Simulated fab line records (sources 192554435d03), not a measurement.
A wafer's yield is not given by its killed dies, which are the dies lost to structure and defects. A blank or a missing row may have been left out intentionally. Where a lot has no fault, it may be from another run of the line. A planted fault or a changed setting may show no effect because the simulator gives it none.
fab line records + flow n5Finfet + part 2 of 2: steps 24 to 34 of 34
record:
- lots: 5
- wafers: 15
- lastDay: 15
route steps=1938 shown BEOL_M1@840 BEOL_M2@841
lots that met no fault: from a run of the same line without faults
startH: start of the lot's first displayed wafer, in hours after the record's first day + waitH: hours from the lot's prior step to this one + " unchanged from the row above + L1.1+2: a row that stands for several wafers + - no value, or no start was given + * or withheld: withheld + < > ~ a bound
route shown NAME@n: a module of which the file shows steps, and the number in the route of the first + usual: mean/standard deviation of fault-free wafers + same: alike in all rows + chamber/n: place in a boat + sites: the reading at each site + _std_site: the values' standard deviation + _edge_site: the outer-site mean with the inner-site mean subtracted + radiusMm: for every site, how far away it sits from the centre of the wafer + mask NAME#n: copy n + behind: tool/chamber where the wafer was last shaped + hold: why the lot went on hold/how many hours it stayed there/how the hold came to an end + device: the n, p or np transistor that did not switch + end of line: the tests these same wafers got at the end of their route + a step with no rows: only its recipe + killed: dies lost to structure and defects at the first sort, not the wafer's yield + map: the dies of a wafer, with x for killed, . for not killed, _ for no die there
set.NAME: setting as actually run; set.NAME@STEP: the setting as run at that earlier step + model.NAME: the simulator's own value behind a step, which no gauge read
lots seen at some steps along the route; tables by step, rows by wafer
services: from which hour (startH, from the record's first day; less than 0 if before it) a tool's chamber was out of use, for how many hours, and why
== steps ==
step: N5_BEOL_M2_STRIP_66
recipe:
- chemistry: CF4
- resist: SiARC
- powerW: 300
- biasPowerW: 75
- pressureMtorr: 50
- cf4FlowSccm: 150
- rfFrequencyHz: 6e+07
usual:
- biasPowerW: 74.98/0.23
- drypumpMotorCurrentA: 5.7/0.5
- oesProductAu: 0.80/0.071
- rfVppV: 271.3/1.7
- showerheadPlenumPTorr: 1.80/0.062
- throttleValvePct: 13.57/0.2
| lot.wafer | tool       | chamber | startH | waitH | biasPowerW | drypumpMotorCurrentA | oesProductAu | rfHoursCounterH | rfVppV | showerheadPlenumPTorr | throttleValvePct |
|-----------|------------|---------|--------|-------|------------|----------------------|--------------|-----------------|--------|-----------------------|------------------|
| L075.1    | rieDiel-01 | 1       | 146.28 | 0.0   | 75.18      | 5.2                  | 0.70         | 203             | 269.9  | 1.80                  | 13.83            |
| L075.5    | "          | 2       | "      | "     | 74.90      | 6.3                  | 0.69         | -               | 270.3  | 1.77                  | 13.87            |
| L075.6    | "          | 1       | "      | "     | 75.04      | 5.3                  | 0.70         | -               | 269.9  | 1.80                  | 13.82            |
| L080.2    | rieDiel-06 | 1       | 170.10 | 0.0   | 74.96      | 6.6                  | 0.79         | 105             | 270.4  | 1.74                  | 13.63            |
| L080.3    | "          | 2       | "      | "     | 75.12      | 5.4                  | 0.88         | 31              | 274.7  | 1.88                  | 13.45            |
| L080.4    | "          | 3       | "      | "     | 74.90      | 5.1                  | 0.85         | 49              | 274.7  | 1.88                  | 13.39            |
| L082.2    | rieDiel-01 | 3       | 186.40 | 0.0   | 75.32      | 5.7                  | 0.84         | 44              | 269.1  | 1.74                  | 13.53            |
| L082.3    | "          | 0       | "      | "     | 74.74      | 6.1                  | 0.70         | 232             | 270.1  | 1.72                  | 13.95            |
| L082.5    | "          | 3       | "      | "     | 74.75      | 5.7                  | 0.83         | -               | 270.3  | 1.74                  | 13.52            |
| L087.1    | rieDiel-02 | 1       | 213.62 | 0.0   | 74.74      | 5.5                  | 0.81         | 75              | 272.7  | 1.83                  | 13.42            |
| L087.2    | "          | 3       | "      | "     | 75.15      | 4.7                  | 0.80         | 86              | 270.3  | 1.75                  | 13.72            |
| L087.5    | "          | 1       | "      | "     | 74.72      | 5.6                  | 0.81         | -               | 271.2  | 1.83                  | 13.42            |
| L089.1    | rieDiel-06 | 2       | 226.18 | 0.0   | 75.01      | 5.4                  | 0.85         | 51              | 273.4  | 1.87                  | 13.52            |
| L089.2    | "          | 1       | "      | "     | 75.13      | 6.6                  | 0.77         | 125             | 268.3  | 1.73                  | 13.69            |
| L089.3    | "          | 3       | "      | "     | 74.79      | 5.1                  | 0.83         | 68              | 274.2  | 1.88                  | 13.45            |
step: N5_BEOL_M2_HM_OPEN_17
recipe:
- chemistry: Cl2/BCl3
- targetDepthA: 200
- overetchA: 60
- target: TiN
- maskMaterial: SOC
- ionEnergyEv: 150
- pressureMtorr: 10
- icpW: 1000
- biasW: 126
- Cl2_flow_sccm: 53.25
- bcl3FlowSccm: 21.75
- Ar_flow_sccm: 25
usual:
- drypumpMotorCurrentA: 5.57/0.14
- oesProductAu: 0.58/0.079
- throttleValvePct: 22.30/0.18
| lot.wafer | tool        | chamber | startH | waitH | drypumpMotorCurrentA | oesProductAu | rfHoursCounterH | throttleValvePct |
|-----------|-------------|---------|--------|-------|----------------------|--------------|-----------------|------------------|
| L075.1    | rieMetal-01 | 0       | 146.33 | 0.0   | 5.34                 | 0.70         | 28              | 22.03            |
| L075.5    | "           | 0       | "      | "     | 5.33                 | 0.71         | -               | 22.04            |
| L075.6    | "           | 1       | "      | "     | 5.65                 | 0.61         | -               | 22.02            |
| L080.2    | rieMetal-02 | 1       | 170.14 | 0.0   | 5.66                 | 0.52         | 114             | 22.57            |
| L080.3    | "           | 0       | "      | "     | 5.87                 | 0.76         | -               | 22.30            |
| L080.4    | "           | 1       | "      | "     | 5.65                 | 0.52         | -               | 22.56            |
| L082.2    | rieMetal-03 | 0       | 186.44 | 0.0   | 5.50                 | 0.53         | 115             | 22.49            |
| L082.3    | "           | 0       | "      | "     | 5.50                 | 0.53         | -               | 22.51            |
| L082.5    | "           | 1       | "      | "     | 5.60                 | 0.52         | -               | 22.30            |
| L087.1    | rieMetal-03 | 0       | 213.66 | 0.0   | 5.50                 | 0.53         | 117             | 22.50            |
| L087.2    | "           | 1       | "      | "     | 5.59                 | 0.52         | 120             | 22.29            |
| L087.5    | "           | 1       | "      | "     | 5.59                 | 0.52         | -               | 22.30            |
| L089.1    | rieMetal-03 | 1       | 226.22 | 0.0   | 5.61                 | 0.52         | 121             | 22.29            |
| L089.2    | "           | 0       | "      | "     | 5.51                 | 0.52         | 118             | 22.49            |
| L089.3    | "           | 0       | "      | "     | 5.52                 | 0.52         | -               | 22.50            |
step: N5_BEOL_M2_STRIP_19
recipe:
- chemistry: O2
- powerW: 400
- tempC: 40
- pressureMtorr: 30
- rfFrequencyHz: 6e+07
- biasPowerW: 0
- overashFraction: 0.2
- o2FlowSccm: 225
usual:
- drypumpMotorCurrentA: 5.6/0.5
- oesProductAu: 0.81/0.066
- rfVppV: 3.6/0.46
- showerheadPlenumPTorr: 2.10/0.085
- throttleValvePct: 16.63/0.18
same:
- biasPowerW: 0
- overashFraction: 0.2
| lot.wafer | tool       | chamber | startH | waitH | drypumpMotorCurrentA | oesProductAu | rfHoursCounterH | rfVppV | showerheadPlenumPTorr | throttleValvePct |
|-----------|------------|---------|--------|-------|----------------------|--------------|-----------------|--------|-----------------------|------------------|
| L075.1    | rieDiel-01 | 2       | 146.44 | 0.1   | 6.3                  | 0.71         | 247             | 3.1    | 2.05                  | 16.79            |
| L075.5    | "          | 0       | "      | "     | 6.1                  | 0.72         | -               | 4.2    | 1.98                  | 16.86            |
| L075.6    | "          | 3       | "      | "     | 5.7                  | 0.86         | -               | 4.0    | 2.05                  | 16.60            |
| L080.2    | rieDiel-02 | 0       | 170.25 | 0.1   | 5.8                  | 0.86         | 39              | 3.8    | 2.12                  | 16.28            |
| L080.3    | "          | 2       | "      | "     | 5.7                  | 0.81         | 79              | 3.8    | 2.24                  | 16.64            |
| L080.4    | "          | 3       | "      | "     | 4.8                  | 0.85         | 71              | 3.5    | 2.03                  | 16.74            |
| L082.2    | rieDiel-02 | 1       | 186.55 | 0.1   | 5.6                  | 0.83         | 66              | 3.4    | 2.13                  | 16.44            |
| L082.3    | "          | 2       | "      | "     | 5.8                  | 0.81         | 85              | 3.5    | 2.23                  | 16.65            |
| L082.5    | "          | 3       | "      | "     | 4.7                  | 0.83         | -               | 3.3    | 2.03                  | 16.75            |
| L087.1    | rieDiel-02 | 0       | 213.77 | 0.1   | 5.8                  | 0.83         | 55              | 3.9    | 2.12                  | 16.30            |
| L087.2    | "          | 1       | "      | "     | 5.6                  | 0.81         | 75              | 3.6    | 2.13                  | 16.44            |
| L087.5    | "          | 2       | "      | "     | 5.7                  | 0.79         | -               | 2.9    | 2.23                  | 16.66            |
| L089.1    | rieDiel-06 | 3       | 226.45 | 0.2   | 5.2                  | 0.84         | 68              | 4.4    | 2.20                  | 16.56            |
| L089.2    | "          | 0       | "      | "     | 5.3                  | 0.86         | 36              | 3.3    | 2.24                  | 16.70            |
| L089.3    | "          | 2       | "      | "     | 5.4                  | 0.86         | 51              | 3.9    | 2.22                  | 16.72            |
step: N5_BEOL_M2_CD_MEAS_18
recipe:
- pitchNm: 36
- targetCdNm: 18
usual:
- cdNm: 17.89/0.28
| lot.wafer | tool     | chamber | startH | waitH | cdNm  |
|-----------|----------|---------|--------|-------|-------|
| L075.1    | cdSem-02 | -       | 146.51 | 0.0   | 17.93 |
| L075.5    | "        | -       | "      | "     | 18.07 |
| L075.6    | "        | -       | "      | "     | 17.75 |
| L080.2    | cdSem-02 | -       | 170.32 | 0.1   | 17.62 |
| L080.3    | "        | -       | "      | "     | 17.52 |
| L080.4    | "        | -       | "      | "     | 17.90 |
| L082.2    | cdSem-02 | -       | 186.62 | 0.1   | 17.85 |
| L082.3    | "        | -       | "      | "     | 17.90 |
| L082.5    | "        | -       | "      | "     | 18.04 |
| L087.1    | cdSem-03 | -       | 213.84 | 0.0   | 17.56 |
| L087.2    | "        | -       | "      | "     | 17.89 |
| L087.5    | "        | -       | "      | "     | 18.28 |
| L089.1    | cdSem-02 | -       | 226.52 | 0.0   | 17.69 |
| L089.2    | "        | -       | "      | "     | 18.02 |
| L089.3    | "        | -       | "      | "     | 17.57 |
step: N5_BEOL_M2_COAT_67
recipe:
- resist: SOC
- tempC: 250
- timeS: 60
- spinRpm: 1500
- resistThkNm: 60
| lot.wafer  | tool          | chamber | startH | waitH |
|------------|---------------|---------|--------|-------|
| L075.1+5+6 | lithoTrack-03 | 0       | 146.55 | 0.0   |
| L080.2+3+4 | lithoTrack-02 | 0       | 170.35 | 0.0   |
| L082.2+3+5 | lithoTrack-02 | 0       | 186.66 | 0.0   |
| L087.1+2+5 | lithoTrack-04 | 0       | 213.88 | 0.0   |
| L089.1+2+3 | lithoTrack-04 | 0       | 226.56 | 0.0   |
step: N5_BEOL_M2_COAT_68
recipe:
- resist: SiARC
- tempC: 220
- timeS: 60
- spinRpm: 1500
- resistThkNm: 12
| lot.wafer  | tool          | chamber | startH | waitH |
|------------|---------------|---------|--------|-------|
| L075.1+5+6 | lithoTrack-03 | 0       | -      | -     |
| L080.2+3+4 | lithoTrack-02 | 0       | -      | -     |
| L082.2+3+5 | lithoTrack-02 | 0       | -      | -     |
| L087.1+2+5 | lithoTrack-04 | 0       | -      | -     |
| L089.1+2+3 | lithoTrack-04 | 0       | -      | -     |
step: N5_BEOL_M2_COAT_76
recipe:
- resist: underlayer
- tempC: 205
- timeS: 60
- spinRpm: 1500
- resistThkNm: 5
| lot.wafer  | tool          | chamber | startH | waitH |
|------------|---------------|---------|--------|-------|
| L075.1+5+6 | lithoTrack-03 | 0       | -      | -     |
| L080.2+3+4 | lithoTrack-02 | 0       | -      | -     |
| L082.2+3+5 | lithoTrack-02 | 0       | -      | -     |
| L087.1+2+5 | lithoTrack-04 | 0       | -      | -     |
| L089.1+2+3 | lithoTrack-04 | 0       | -      | -     |
step: N5_BEOL_M2_COAT_22
recipe:
- resist: CAR-EUV
- spinRpm: 1500
- resistThkNm: 30
| lot.wafer  | tool          | chamber | startH | waitH |
|------------|---------------|---------|--------|-------|
| L075.1+5+6 | lithoTrack-03 | 0       | -      | -     |
| L080.2+3+4 | lithoTrack-02 | 0       | -      | -     |
| L082.2+3+5 | lithoTrack-02 | 0       | -      | -     |
| L087.1+2+5 | lithoTrack-04 | 0       | -      | -     |
| L089.1+2+3 | lithoTrack-04 | 0       | -      | -     |
step: N5_BEOL_M2_EBR_24
recipe:
- solvent: PGMEA
- ebrWidthMm: 1.5
| lot.wafer  | tool          | chamber | startH | waitH |
|------------|---------------|---------|--------|-------|
| L075.1+5+6 | lithoTrack-03 | 0       | -      | -     |
| L080.2+3+4 | lithoTrack-02 | 0       | -      | -     |
| L082.2+3+5 | lithoTrack-02 | 0       | -      | -     |
| L087.1+2+5 | lithoTrack-04 | 0       | -      | -     |
| L089.1+2+3 | lithoTrack-04 | 0       | -      | -     |
step: N5_BEOL_M2_SOFTBAKE_23
recipe:
- tempC: 110
- timeS: 60
- resist: CAR-EUV
| lot.wafer  | tool          | chamber | startH | waitH |
|------------|---------------|---------|--------|-------|
| L075.1+5+6 | lithoTrack-03 | 0       | -      | -     |
| L080.2+3+4 | lithoTrack-02 | 0       | -      | -     |
| L082.2+3+5 | lithoTrack-02 | 0       | -      | -     |
| L087.1+2+5 | lithoTrack-04 | 0       | -      | -     |
| L089.1+2+3 | lithoTrack-04 | 0       | -      | -     |
step: N5_BEOL_M2_EXPOSE_25
recipe:
- maskId: V1
- na: 0.33
- sourceShape: quasar
- sigmaInner: 0.2
- sigmaOuter: 0.8
- polarization: unpolarized
- defocusNm: 5
- doseMj: 63
usual:
- reticleTempC: 23.00/0.11
same:
- sigmaInner: 0.2
| lot.wafer | tool          | chamber | startH | waitH | mask | reticleTempC |
|-----------|---------------|---------|--------|-------|------|--------------|
| L075.1    | euvScanner-02 | 0       | 146.68 | -     | V1#0 | 22.95        |
| L075.5    | "             | 0       | "      | "     | V1#0 | 22.90        |
| L075.6    | "             | 0       | "      | "     | V1#0 | 22.87        |
| L080.2    | euvScanner-02 | 0       | 170.50 | -     | V1#0 | 22.91        |
| L080.3    | "             | 0       | "      | "     | V1#0 | 22.94        |
| L080.4    | "             | 0       | "      | "     | V1#0 | 22.80        |
| L082.2    | euvScanner-01 | 0       | 186.80 | -     | V1#0 | 22.94        |
| L082.3    | "             | 0       | "      | "     | V1#0 | 22.94        |
| L082.5    | "             | 0       | "      | "     | V1#0 | 22.89        |
| L087.1    | euvScanner-01 | 0       | 214.14 | -     | V1#0 | 22.82        |
| L087.2    | "             | 0       | "      | "     | V1#0 | 22.95        |
| L087.5    | "             | 0       | "      | "     | V1#0 | 22.89        |
| L089.1    | euvScanner-02 | 0       | 226.85 | -     | V1#0 | 23.15        |
| L089.2    | "             | 0       | "      | "     | V1#0 | 23.07        |
| L089.3    | "             | 0       | "      | "     | V1#0 | 23.22        |
== services ==
| tool          | chamber | startH | hours | kind                        |
|---------------|---------|--------|-------|-----------------------------|
| pecvd-01      | -       | 123.82 | 1.4   | repair                      |
| euvScanner-02 | -       | 125.28 | 1.0   | pm                          |
| pecvd-04      | -       | 131.26 | 6.0   | pm                          |
| euvScanner-01 | -       | 144.57 | 1.2   | repair                      |
| rieDiel-02    | 0       | 145.20 | 4.2   | repair                      |
| euvScanner-01 | -       | 153.09 | 1.0   | pm                          |
| rieDiel-01    | 2       | 155.86 | -     | clean                       |
| rieDiel-01    | 2       | 155.86 | -     | consumableReplace:focusRing |
| rieDiel-01    | 2       | 155.86 | 24.8  | scheduledDown               |
| rieDiel-01    | 2       | 155.86 | 24.8  | ventCycle                   |
| rieMetal-03   | 0       | 161.49 | 16.5  | repair                      |
| euvScanner-02 | -       | 181.43 | 1.0   | pm                          |
| euvScanner-02 | -       | 185.99 | 1.1   | repair                      |
| lithoTrack-02 | -       | 193.05 | -     | consumableReplace:filter    |
| euvScanner-01 | 0       | 195.21 | -     | calibration                 |
| euvScanner-01 | -       | 209.24 | 1.0   | pm                          |
| pecvd-01      | 2       | 217.11 | 6.5   | repair                      |
| pecvd-03      | 0       | 218.77 | 14.6  | repair                      |
| rieDiel-06    | 3       | 219.51 | 1.4   | repair                      |
| euvScanner-01 | -       | 225.28 | 4.6   | pm                          |
